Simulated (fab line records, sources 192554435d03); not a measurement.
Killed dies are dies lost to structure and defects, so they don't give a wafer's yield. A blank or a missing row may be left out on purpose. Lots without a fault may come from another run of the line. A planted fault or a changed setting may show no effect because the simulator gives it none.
Chamber matching | flow n5_finfet | N5_FIN_SAQP_HM_DEP_03 on pecvd-03: 3 sister chambers
The step deposits SiNx from SiH4/NH3/N2, target thk 38 nm, time 33.6 s. 20 wafers are shown with their chamber, then 10 later ones without.

WAFERS WITH THEIR CHAMBER
wafer  | chamber | showerhead_plenum_p_Torr (Torr) | throttle_valve_pct (%) | heater_power_w (W)
L074.1 | 1       | 5.18                            | 42.0                   | 904
L074.4 | 1       | 5.18                            | 42.0                   | 880
L074.6 | 0       | 5.27                            | 38.5                   | 891
L076.3 | 1       | 5.18                            | 42.1                   | 885
L076.4 | 0       | 5.24                            | 38.5                   | 778
L076.6 | 1       | 5.19                            | 41.9                   | 872
L077.3 | 1       | 5.20                            | 42.3                   | 823
L077.4 | 0       | 5.26                            | 38.3                   | 912
L077.6 | 0       | 5.26                            | 38.8                   | 934
L078.2 | 1       | 5.18                            | 41.9                   | 832
L078.4 | 0       | 5.26                            | 38.7                   | 794
L078.6 | 1       | 5.19                            | 41.9                   | 823
L082.1 | 1       | 5.18                            | 42.1                   | 795
L082.2 | 0       | 5.26                            | 38.5                   | 892
L082.6 | 2       | 5.01                            | 37.7                   | 766
L084.3 | 2       | 5.01                            | 37.9                   | 760
L084.5 | 2       | 5.02                            | 37.6                   | 760
L084.6 | 0       | 5.26                            | 38.9                   | 926
L091.1 | 0       | 5.25                            | 39.0                   | 871
L091.2 | 2       | 5.01                            | 38.0                   | 821

SIGNATURES (means of the wafers above)
reading                  | chamber 0 | chamber 1 | chamber 2 | scatter within a chamber
showerhead_plenum_p_Torr | 5.2575    | 5.1850    | 5.0125    | 0.00776
throttle_valve_pct       | 38.650    | 42.025    | 37.800    | 0.193
heater_power_w           | 874.75    | 851.75    | 776.75    | 46.6
Rule: a wafer's distance from a chamber is the root of the sum, over the readings, of the square of ((its reading less the chamber's mean) divided by the reading's scatter). The wafer belongs to the nearest chamber; if the next one is less than 2 further off, it can't be placed. The scatter: the root of (the sum of the squares of (reading less its chamber's mean) over the shown wafers, divided by (wafers less chambers)).

WAFERS WITHOUT THEIR CHAMBER
wafer  | showerhead_plenum_p_Torr (Torr) | throttle_valve_pct (%) | heater_power_w (W)
L091.3 | 5.19                            | 41.9                   | 769
L092.3 | 5.27                            | 38.7                   | 776
L092.5 | 5.01                            | 38.0                   | 776
L092.6 | 5.28                            | 39.0                   | 784
L094.1 | 5.17                            | 42.0                   | 885
L094.4 | 5.01                            | 37.9                   | 723
L094.6 | 5.18                            | 42.1                   | 884
L096.2 | 5.02                            | 38.2                   | 758
L096.4 | 5.01                            | 38.0                   | 764
L096.6 | 5.18                            | 42.0                   | 848

WHICH CHAMBER EACH WENT THROUGH
wafer  | from the rows above | in truth
L091.3 | 1                   | 1
L092.3 | 0                   | 0
L092.5 | 2                   | 2
L092.6 | 0                   | 0
L094.1 | 1                   | 1
L094.4 | 2                   | 2
L094.6 | 1                   | 1
L096.2 | 2                   | 2
L096.4 | 2                   | 2
L096.6 | 1                   | 1
Placed correctly: 10 of 10. Can't be placed from these rows: 0. Placed wrongly: 0.
